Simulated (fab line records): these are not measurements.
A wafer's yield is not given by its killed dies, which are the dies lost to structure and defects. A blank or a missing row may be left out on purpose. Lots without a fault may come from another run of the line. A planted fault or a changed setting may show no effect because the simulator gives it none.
Code-filled problem report in 8D (eight disciplines) form | flow nand-harc | the parts of the form that need people (team, actions taken, sign-off) are left out

1. WHAT IS WRONG
Wafers with no fault read 0.8 with a standard deviation of 1.1, whereas killed-at-other at NHARC_END_SORT_01 reads a mean of 73.0 on 1 wafer of 1 lot. Relative to the usual mean, that is a shift of +66 standard deviations.
Seen first at day 23 21:00 on prober-01, wafer L777.2. The record holds 3 wafers of 1 lot with a number at this step. Rule for "out", or "out of limits": more than 4 standard deviations from the usual mean. All remaining wafers that have a number are taken as sound.

2. WHAT IT IS AND WHAT IT IS NOT
question                    | is                                                                                                              | is not
which readings at this step | killed-at-other, defect-limited-yield, killed-dies, sort_bin_2_pct, sort_bin_3_pct, sort-n-pass, sort-yield-pct | killed-at-array, killed-at-periphery, killed-open, killed-short, sort_bin_4_pct
which lots                  | L777                                                                                                            | -
which wafers of those lots  | L777.2                                                                                                          | L777.1, L777.3
read on which gauges        | prober-01                                                                                                       | -
when                        | from day 23 21:00                                                                                               | up to then (1 sound wafer); but 1 sound wafer of L777 came after

3. WHAT RULES OUT EACH SUSPECT
Counting: a tool at a process step up to the reading stays a suspect if it ran every lot that is out. Sound lots after the first of them don't rule it out here, since some wafers of a struck lot are sound.
- the gauge at NHARC_END_SORT_01: kept. All the wafers that are out were read on prober-01, and no step on other tools shows them out.
- pvd-sputter-03 at NHARC_A_BONDPAD_PVD_27 (deposits Cu, target thk 30 nm, time 20.49 s): kept. It ran the lot that is out, L777 (day 23 01:43). NHARC_A_BONDPAD_PVD_27: start missing for some lots; hours and lot order therefore follow NHARC_THIN_TSV_PVD_19.
- pvd-sputter-01 at NHARC_THIN_TSV_PVD_19 (deposits TaN, target thk 20 nm): kept. It ran the lot that is out, L777 (day 23 01:43).
After the count, these remain: pvd-sputter-03 at NHARC_A_BONDPAD_PVD_27, pvd-sputter-01 at NHARC_THIN_TSV_PVD_19 and prober-01 at NHARC_END_SORT_01.

4. THE CAUSE (what the simulator had put in)
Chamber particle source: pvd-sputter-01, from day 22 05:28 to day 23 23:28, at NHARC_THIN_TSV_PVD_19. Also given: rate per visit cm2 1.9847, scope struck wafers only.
3 suspects survive the count, and this tool is in that group.

5. THE CHAIN OF EFFECTS, in route order
Each row: a reading where the mean over the struck wafers with a number is more than 3 standard deviations away from the usual. Only readings whose record carries a usual standard deviation are examined. hours: median over the lots of the time between each lot's start at the first step of this table that gives one and its start at this step. sigmas: the change, counted in usual standard deviations.
hours | step              | reading              | usual  | on struck wafers | change | sigmas
0     | NHARC_END_SORT_01 | defect-limited-yield | 95.7 % | 87.3             | -8.4   | -5.6
0     | NHARC_END_SORT_01 | killed-at-other      | 0.8    | 73.0             | +72.2  | +66
0     | NHARC_END_SORT_01 | killed-dies          | 29     | 86               | +57    | +5.7
0     | NHARC_END_SORT_01 | sort_bin_2_pct       | 1.3 %  | 5.2              | +3.9   | +6.5
0     | NHARC_END_SORT_01 | sort_bin_3_pct       | 0.25 % | 4.58             | +4.33  | +19
0     | NHARC_END_SORT_01 | sort-n-pass          | 648    | 591              | -57    | -5.7
0     | NHARC_END_SORT_01 | sort-rim-yield-pct   | 95 %   | 83               | -12    | -3.8
0     | NHARC_END_SORT_01 | sort-yield-pct       | 95.7 % | 87.3             | -8.4   | -5.6

6. HOW IT WOULD HAVE BEEN CAUGHT EARLIER
In this record the first reading out of limits at a measuring or inspecting step was taken at day 23 21:00, 40 hours after the fault began at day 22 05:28.
An alarm limit of 4 standard deviations would not have fired on the tool readings at NHARC_THIN_TSV_PVD_19 for which the record gives a usual standard deviation, since none of them was out on any struck wafer.
Lots out: 1; all had begun NHARC_THIN_TSV_PVD_19 on pvd-sputter-01 by day 23 21:00. Tool hold at that time: it would have spared none of them.
